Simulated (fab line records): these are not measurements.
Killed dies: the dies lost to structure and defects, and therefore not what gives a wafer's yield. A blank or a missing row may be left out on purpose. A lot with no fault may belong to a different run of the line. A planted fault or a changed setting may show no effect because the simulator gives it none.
fab line records	flow n5-finfet
record lots=9	wafers=27	last-day=19
route steps=1938 shown BEOL_M0_SAQP@693 BEOL_M0_CUTY@708 BEOL_M4@1111
lots that met no fault: from a run of the same line without faults
start-h: hours from the record's first day to the start of the lot's first wafer shown	wait-h: how many hours have passed since the lot's step before this one	" unchanged from the row above	L1.1+2: one row covering several wafers at once	- no value present, or no start provided	* or withheld: withheld	< > ~ a bound
route shown NAME@n: a module of which the file shows steps, and the number in the route of the first	usual: the fault-free wafers' mean and standard deviation	same: alike in all rows	chamber/n: place in a boat	sites: the reading at each site	_std_site: the standard deviation of these	_edge_site: the outer-site mean with the inner-site mean subtracted	radius-mm: how far each site lies from the wafer's centre	mask NAME#n: copy n	behind: tool/chamber where the wafer was last shaped	hold: cause of the lot's hold/its duration in hours/its outcome	device: which transistor (n, p or np) failed to switch	end of line: the same wafers' tests at the end of the route	a step with no rows: only its recipe	killed: at the first sort, the dies lost to defects and structure; wafer yield is something else	map: a wafer's dies, marking killed ones x, the rest . and places with no die _
set.NAME: the setting that was run; set.NAME@STEP: the one run at that earlier step	model.NAME: the simulator's own value behind a step, which no gauge read
a sample of lots followed through the steps of the route, with each step as a table and each wafer as a row
services: from which hour (start-h, from the record's first day; less than 0 if before it) a tool's chamber was out of use, for how many hours, and why
## steps
# step N5_BEOL_M0_SAQP_ETCH_88
# recipe chemistry=N2/H2	target=underlayer	target-depth-a=65	time-s=5.2	ion-energy-ev=200	mask-material=CAR-EUV	pressure-mtorr=30	source-w=840	bias-w=150	n2-flow-sccm=200	h2-flow-sccm=200	ends=cleared
# usual drypump-motor-current-A=5.6/0.37	etch-rf-on-time-s=5.22/0.15	h2-flow-sccm=200.1/0.6	oes-product-au=0.65/0.077	rf-fwd-power-W=819.6/2.7	rf-vpp-V=522.5/2.5	showerhead-plenum-p-Torr=2.51/0.08	throttle-valve-pct=17.90/0.25
lot.wafer	tool	chamber	start-h	wait-h	drypump-motor-current-A	etch-rf-on-time-s	h2-flow-sccm	oes-product-au	rf-fwd-power-W	rf-hours-counter-h	rf-vpp-V	showerhead-plenum-p-Torr	throttle-valve-pct
L523.1	rie-diel-02	1	132.24	0.0	6.0	5.36	199.0	0.62	817.2	166	520.5	2.44	17.65
L523.4	"	2	"	"	5.5	5.24	200.7	0.62	820.5	213	523.1	2.52	17.78
L523.6	"	1	"	"	6.0	5.37	199.7	0.61	817.1	-	519.2	2.44	17.60
L527.2	rie-diel-02	0	139.59	0.0	5.4	5.47	200.4	0.59	816.8	240	525.6	2.60	18.03
L527.3	"	3	"	"	5.7	5.27	201.1	0.61	821.0	205	520.7	2.51	18.13
L527.6	"	1	"	"	6.0	5.42	199.9	0.61	816.5	-	520.3	2.44	17.61
L529.2	rie-diel-04	3	149.65	0.0	5.6	5.03	200.4	0.60	819.9	226	522.8	2.51	18.12
L529.4	"	1	"	"	6.3	5.17	199.7	0.61	812.1	218	520.2	2.41	18.15
L529.5	"	3	"	"	5.6	4.96	200.7	0.59	819.9	-	523.2	2.51	18.12
L532.2	rie-diel-06	0	164.26	0.0	4.9	5.26	200.7	0.75	818.3	25	522.5	2.49	17.58
L532.3	"	1	"	"	5.7	4.96	200.3	0.63	820.5	198	520.8	2.41	17.65
L532.6	"	3	"	"	5.3	5.19	199.7	0.63	819.8	-	522.0	2.43	18.10
L533.1	rie-diel-04	0	170.20	0.0	5.8	5.13	199.8	0.81	816.9	11	519.7	2.51	17.57
L533.3	"	1	"	"	6.2	5.17	200.0	0.60	815.2	224	522.7	2.41	18.15
L533.4	"	0	"	"	5.8	5.08	199.3	0.82	815.2	-	522.0	2.51	17.54
L539.2	rie-diel-04	3	209.81	0.0	5.7	5.07	200.5	0.59	818.7	237	520.5	2.51	18.12
L539.4	"	1	"	"	6.3	5.19	200.4	0.59	817.4	237	519.8	2.41	18.17
L539.6	"	2	"	"	5.2	5.41	200.3	0.62	820.5	-	525.7	2.66	18.10
L542.2	rie-diel-04	1	226.24	0.0	6.3	5.08	200.5	0.59	816.5	243	519.8	2.41	18.17
L542.4	"	0	"	"	5.8	5.06	198.9	0.79	820.9	29	520.7	2.50	17.60
L542.6	"	1	"	"	6.3	5.04	200.5	0.60	816.2	-	519.7	2.40	18.19
L543.1	rie-diel-06	3	230.87	0.0	5.4	5.14	200.3	0.63	820.0	184	521.2	2.43	18.14
L543.3	"	0	"	"	4.9	5.31	200.7	0.73	819.2	38	521.6	2.49	17.61
L543.4	"	0	"	"	4.9	5.29	199.4	0.72	817.9	-	520.8	2.49	17.59
L546.1	rie-diel-02	1	249.54	0.0	6.1	5.35	201.0	0.60	818.4	203	521.0	2.42	17.71
L546.5	"	3	"	"	5.7	5.26	200.8	0.60	822.9	-	522.9	2.50	18.21
L546.6	"	0	"	"	5.4	5.20	199.9	0.77	820.1	-	525.2	2.58	17.68
# step N5_BEOL_M0_CUTY_CD_MEAS_57
# recipe target-cd-nm=200	landing-energy-ev=500	detector=se-inlens	polarity=line
# usual cd-nm=199.7/0.97
# same landing-energy-ev=500
lot.wafer	tool	chamber	start-h	wait-h	cd-nm
L523.1	cd-sem-01	0	133.84	-	199.9
L523.4	"	0	"	"	200.6
L523.6	"	0	"	"	200.3
L527.2	cd-sem-03	0	141.01	-	199.1
L527.3	"	0	"	"	198.0
L527.6	"	0	"	"	199.7
L529.2	cd-sem-01	0	151.02	-	199.6
L529.4	"	0	"	"	199.0
L529.5	"	0	"	"	198.1
L532.2	cd-sem-01	0	165.68	-	199.1
L532.3	"	0	"	"	200.5
L532.6	"	0	"	"	199.1
L533.1	cd-sem-01	0	171.61	-	200.4
L533.3	"	0	"	"	200.1
L533.4	"	0	"	"	199.3
L539.2	cd-sem-01	0	211.10	-	198.6
L539.4	"	0	"	"	198.7
L539.6	"	0	"	"	198.9
L542.2	cd-sem-02	0	227.51	-	198.7
L542.4	"	0	"	"	199.6
L542.6	"	0	"	"	198.2
L543.1	cd-sem-03	0	233.01	-	199.7
L543.3	"	0	"	"	197.6
L543.4	"	0	"	"	198.6
L546.1	cd-sem-03	0	251.16	-	201.3
L546.5	"	0	"	"	200.6
L546.6	"	0	"	"	200.3
# step N5_BEOL_M0_CUTY_OVL_MEAS_58
# recipe points-per-wafer=44
# usual M0_ABLK_OVL=0.2/0.65
lot.wafer	tool	chamber	start-h	wait-h	M0_ABLK_OVL[nm]
L523.1	overlay-02	0	133.87	0.0	-0.4
L523.4	"	0	"	"	-0.8
L523.6	"	0	"	"	-1.8
L527.2	overlay-02	0	141.04	0.0	-0.1
L527.3	"	0	"	"	0.6
L527.6	"	0	"	"	1.1
L529.2	overlay-02	0	151.05	0.0	0.7
L529.4	"	0	"	"	0.2
L529.5	"	0	"	"	0.7
L532.2	overlay-01	0	165.71	0.0	-0.1
L532.3	"	0	"	"	0.4
L532.6	"	0	"	"	-0.4
L533.1	overlay-01	0	171.64	0.0	0.5
L533.3	"	0	"	"	0.2
L533.4	"	0	"	"	-1.2
L539.2	overlay-01	0	211.12	0.0	-0.4
L539.4	"	0	"	"	0.8
L539.6	"	0	"	"	0.1
L542.2	overlay-02	0	227.54	0.0	0.2
L542.4	"	0	"	"	1.3
L542.6	"	0	"	"	1.0
L543.1	overlay-01	0	233.04	0.0	0.5
L543.3	"	0	"	"	1.5
L543.4	"	0	"	"	0.5
L546.1	overlay-01	0	251.20	0.0	0.4
L546.5	"	0	"	"	1.1
L546.6	"	0	"	"	0.6
# step N5_BEOL_M0_CUTY_ETCH_62
# recipe chemistry=CF4	target=SiARC	mask-material=CAR-ArF-block	time-s=58.5	ion-energy-ev=80	pressure-mtorr=40	source-w=545	bias-w=36	Ar_flow_sccm=100	cf4-flow-sccm=100	ends=cleared
# usual drypump-motor-current-A=5.8/0.47	etch-rf-on-time-s=58.0/1.4	oes-product-au=0.70/0.07	rf-fwd-power-W=536.6/2.3	rf-vpp-V=184.0/1.3	showerhead-plenum-p-Torr=2.14/0.073	throttle-valve-pct=15.62/0.24
lot.wafer	tool	chamber	start-h	wait-h	drypump-motor-current-A	etch-rf-on-time-s	oes-product-au	rf-fwd-power-W	rf-hours-counter-h	rf-vpp-V	showerhead-plenum-p-Torr	throttle-valve-pct
L523.1	rie-diel-05	3	133.97	0.0	5.5	58.3	0.57	536.4	270	182.4	2.11	15.72
L523.4	"	2	"	"	5.6	56.1	0.66	535.7	-	186.6	2.23	15.75
L523.6	"	0	"	"	5.3	58.5	0.74	538.2	-	185.4	2.20	15.51
L527.2	rie-diel-05	1	141.13	0.0	6.2	58.4	0.83	533.1	3	183.8	2.11	15.38
L527.3	"	2	"	"	5.7	56.4	0.66	537.1	177	184.8	2.22	15.76
L527.6	"	0	"	"	5.4	59.3	0.73	536.1	-	184.5	2.20	15.53
L529.2	rie-diel-05	0	151.30	0.0	5.4	42.4	0.89	535.9	46	184.2	2.19	15.53
L529.4	"	2	"	"	5.6	56.0	0.66	537.9	-	185.7	2.22	15.78
L529.5	"	1	"	"	6.2	57.7	0.82	535.2	-	182.6	2.11	15.40
L532.2	rie-diel-01	0	166.05	0.0	6.2	60.4	0.66	532.8	140	183.9	2.06	15.73
L532.3	"	3	"	"	5.1	58.1	0.65	538.7	159	180.6	1.96	15.43
L532.6	"	2	"	"	5.4	60.0	0.60	536.0	-	186.8	2.20	15.73
L533.1	rie-diel-05	0	171.73	0.0	5.4	58.3	0.73	537.5	54	186.1	2.19	15.54
L533.3	"	2	"	"	5.6	40.4	0.79	531.1	190	185.0	2.22	15.79
L533.4	"	1	"	"	6.2	58.6	0.79	533.4	16	185.5	2.11	15.41
L539.2	rie-diel-01	2	211.22	0.0	5.4	59.6	0.60	534.5	214	184.3	2.20	15.76
L539.4	"	3	"	"	5.2	59.0	0.64	540.5	173	179.9	1.96	15.47
L539.6	"	0	"	"	6.2	60.4	0.65	534.2	-	182.0	2.06	15.74
L542.2	rie-diel-03	2	227.63	0.0	6.7	57.0	0.71	536.4	72	184.9	2.17	15.76
L542.4	"	0	"	"	6.0	59.1	0.69	535.2	85	185.1	2.09	15.66
L542.6	"	3	"	"	5.6	58.4	0.59	536.7	-	184.6	2.20	16.19
L543.1	rie-diel-01	0	233.13	0.0	6.2	61.0	0.63	532.8	161	183.2	2.05	15.75
L543.3	"	2	"	"	5.4	59.3	0.59	538.2	221	184.0	2.20	15.78
L543.4	"	1	"	"	6.5	55.9	0.71	537.9	66	183.4	2.09	15.28
L546.1	rie-diel-03	3	251.32	0.0	5.6	58.4	0.84	536.0	1	184.2	2.20	15.70
L546.5	"	0	"	"	6.0	58.1	0.69	535.9	-	181.5	2.08	15.67
L546.6	"	3	"	"	5.6	58.3	0.84	537.5	-	183.9	2.20	15.69
# step N5_BEOL_M4_RC_MEAS_101
# usual DIBL_N=36.0/1.7	DIBL_P=36.2/1.9	IOFF_N=0.154/0.028	IOFF_P=0.21/0.036	ION_N=675/11	ION_P=463/8.3	SS_N=71.4/0.63	SS_P=73.2/0.55	VT_N=250.2/3	VT_P=-251/3.7
lot.wafer	tool	chamber	start-h	wait-h	DIBL_N[mV/V]	DIBL_P[mV/V]	IOFF_N[nA/um]	IOFF_P[nA/um]	ION_N[uA/um]	ION_P[uA/um]	SS_N[mV/dec]	SS_P[mV/dec]	VT_N[mV]	VT_P[mV]
L523.1	prober-02	0	192.80	0.0	37.5	37.4	0.178	0.29	673	469	71.7	73.6	248.0	-242
L523.4	"	0	"	"	34.2	33.4	0.133	0.23	672	475	70.0	73.3	251.1	-245
L523.6	"	0	"	"	36.4	35.8	0.157	0.26	666	468	71.2	73.5	253.0	-243
L527.2	prober-02	0	239.69	0.2	37.7	38.6	0.180	0.23	685	477	71.5	73.7	249.5	-247
L527.3	"	0	"	"	38.0	38.8	0.185	0.23	679	467	72.4	73.4	246.9	-248
L527.6	"	0	"	"	34.4	34.9	0.128	0.17	671	462	71.1	72.3	252.7	-250
L529.2	prober-02	0	264.84	0.2	34.7	35.6	0.134	0.18	666	460	71.4	72.7	252.2	-252
L529.4	"	0	"	"	35.7	36.4	0.155	0.20	679	461	71.4	72.8	248.9	-251
L529.5	"	0	"	"	35.7	36.5	0.146	0.19	674	465	71.2	72.5	249.6	-251
L532.2	prober-02	0	282.07	0.2	35.3	34.8	0.139	0.19	680	463	71.2	73.5	248.6	-253
L532.3	"	0	"	"	37.6	36.5	0.168	0.21	674	459	72.3	73.3	250.2	-250
L532.6	"	0	"	"	35.9	35.5	0.142	0.19	670	453	71.2	73.5	251.0	-254
L533.1	prober-02	0	291.63	0.0	38.4	38.3	0.186	0.21	689	457	71.5	73.9	247.5	-252
L533.3	"	0	"	"	36.0	35.2	0.135	0.17	667	452	71.5	73.1	250.2	-253
L533.4	"	0	"	"	37.1	35.5	0.162	0.18	677	456	71.9	73.5	250.1	-255
L539.2	prober-01	0	316.01	0.2	35.8	35.0	0.147	0.18	667	456	71.2	73.4	253.0	-254
L539.4	"	0	"	"	34.4	34.3	0.138	0.18	684	466	71.4	73.2	249.5	-255
L539.6	"	0	"	"	33.4	32.6	0.119	0.16	667	449	71.3	72.6	257.5	-255
L542.2	prober-01	0	340.00	0.2	35.2	32.4	0.128	0.17	662	459	70.8	72.1	256.1	-253
L542.4	"	0	"	"	33.8	32.5	0.107	0.17	669	462	70.2	72.8	258.0	-255
L542.6	"	0	"	"	36.6	35.7	0.150	0.22	673	466	71.1	72.9	251.3	-248
L543.1	prober-01	0	342.37	0.0	35.8	35.9	0.150	0.18	663	453	71.1	72.5	251.4	-251
L543.3	"	0	"	"	36.0	36.7	0.158	0.20	665	462	71.2	72.8	247.5	-249
L543.4	"	0	"	"	39.1	38.8	0.214	0.23	697	468	71.9	73.2	244.7	-251
L546.1	prober-02	0	347.04	0.0	36.1	36.9	0.145	0.21	660	455	71.4	73.0	253.2	-253
L546.5	"	0	"	"	35.9	34.8	0.148	0.19	662	456	71.4	72.7	252.0	-252
L546.6	"	0	"	"	37.9	39.6	0.192	0.25	697	471	72.3	73.9	247.7	-249
## services
tool	chamber	start-h	hours	kind
rie-diel-04	-	116.06	28.1	pm
rie-diel-05	1	116.46	-	clean
rie-diel-05	1	116.46	-	consumable-replace:focus-ring
rie-diel-05	3	119.45	6.4	repair
rie-diel-05	3	134.83	-	clean
rie-diel-05	3	134.83	-	consumable-replace:focus-ring
rie-diel-05	3	134.83	29.9	scheduled-down
rie-diel-05	3	134.83	29.9	vent-cycle
rie-diel-02	1	154.13	5.4	repair
rie-diel-03	2	157.49	2.7	repair
rie-diel-02	0	165.92	-	clean
rie-diel-02	0	165.92	-	consumable-replace:focus-ring
rie-diel-02	0	165.92	16.7	scheduled-down
rie-diel-02	0	165.92	16.7	vent-cycle
rie-diel-04	3	167.41	8.7	repair
rie-diel-02	-	179.40	1.0	repair
rie-diel-06	2	189.08	10.0	repair
rie-diel-06	-	200.13	14.6	pm
rie-diel-06	2	226.76	7.4	repair
rie-diel-05	2	229.83	7.1	repair
rie-diel-02	2	234.77	-	clean
rie-diel-02	2	234.77	-	consumable-replace:focus-ring
rie-diel-02	2	234.77	18.5	scheduled-down
rie-diel-04	3	236.60	5.9	repair
## key
first-sign step=N5_BEOL_M0_CUTY_ETCH_62	reading=etch-rf-on-time-s	direction=down	sigmas=12	usual=*	struck=*
effect none on later readings
met-at N5_BEOL_M0_CUTY_ETCH_62
struck-lots L529,L533
struck-wafers L529.2,L533.3
not-acting-at N5_BEOL_M0_SAQP_ETCH_88,N5_BEOL_M0_CUTY_CD_MEAS_57,N5_BEOL_M0_CUTY_OVL_MEAS_58
onset-between 141.13 151.30
fault kind=process-parameter-drift	tool=rie-diel-05	chamber=-	onset-h=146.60	steps=N5_BEOL_M0_CUTY_ETCH_62	channel=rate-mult	offset=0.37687	shape=step	end-h=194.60	scope=struck-wafers-only
